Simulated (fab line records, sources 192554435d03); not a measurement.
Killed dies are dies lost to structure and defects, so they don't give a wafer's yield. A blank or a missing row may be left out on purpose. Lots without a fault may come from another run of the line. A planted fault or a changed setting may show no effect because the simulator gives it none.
Chamber matching | flow n5_finfet | N5_BEOL_M3_ILD_DEP_00 on pecvd-04: 3 sister chambers
The step deposits SiOC from DEMS/O2, target thk 79 nm, time 15.3 s. 3 wafers are shown with their chamber, then 9 later ones without.

WAFERS WITH THEIR CHAMBER
wafer  | chamber | throttle_valve_pct (%)
L091.1 | 2       | 10.6
L091.3 | 0       | 12.4
L091.6 | 1       | 11.6

WAFERS WITHOUT THEIR CHAMBER
wafer  | throttle_valve_pct (%)
L090.1 | 12.4
L090.2 | 10.7
L090.3 | 11.6
L095.2 | 10.8
L095.4 | 12.0
L095.5 | 12.5
L097.2 | 11.6
L097.3 | 10.9
L097.5 | 12.3

WHICH CHAMBER EACH WENT THROUGH
wafer  | from the rows above     | in truth
L090.1 | 0                       | 0
L090.2 | 2                       | 2
L090.3 | 1                       | 1
L095.2 | 2                       | 2
L095.4 | can't be placed: 0 or 1 | 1
L095.5 | 0                       | 0
L097.2 | 1                       | 1
L097.3 | 2                       | 2
L097.5 | 0                       | 0
Placed correctly: 8 of 9. Can't be placed from these rows: 1 (the true chamber is among the candidates in 1). Placed wrongly: 0.
How it was worked out, from the rows above alone: a wafer's distance from a chamber is the root of the sum, over the readings, of the square of ((its reading less the chamber's mean) divided by the reading's scatter). The wafer belongs to the nearest chamber; if the next one is less than 2 further off, it can't be placed. A chamber's mean is the mean of its shown wafers. The scatter: with one shown wafer a chamber, the root of the mean of the squares of how far each hidden wafer lies from its nearest shown one.
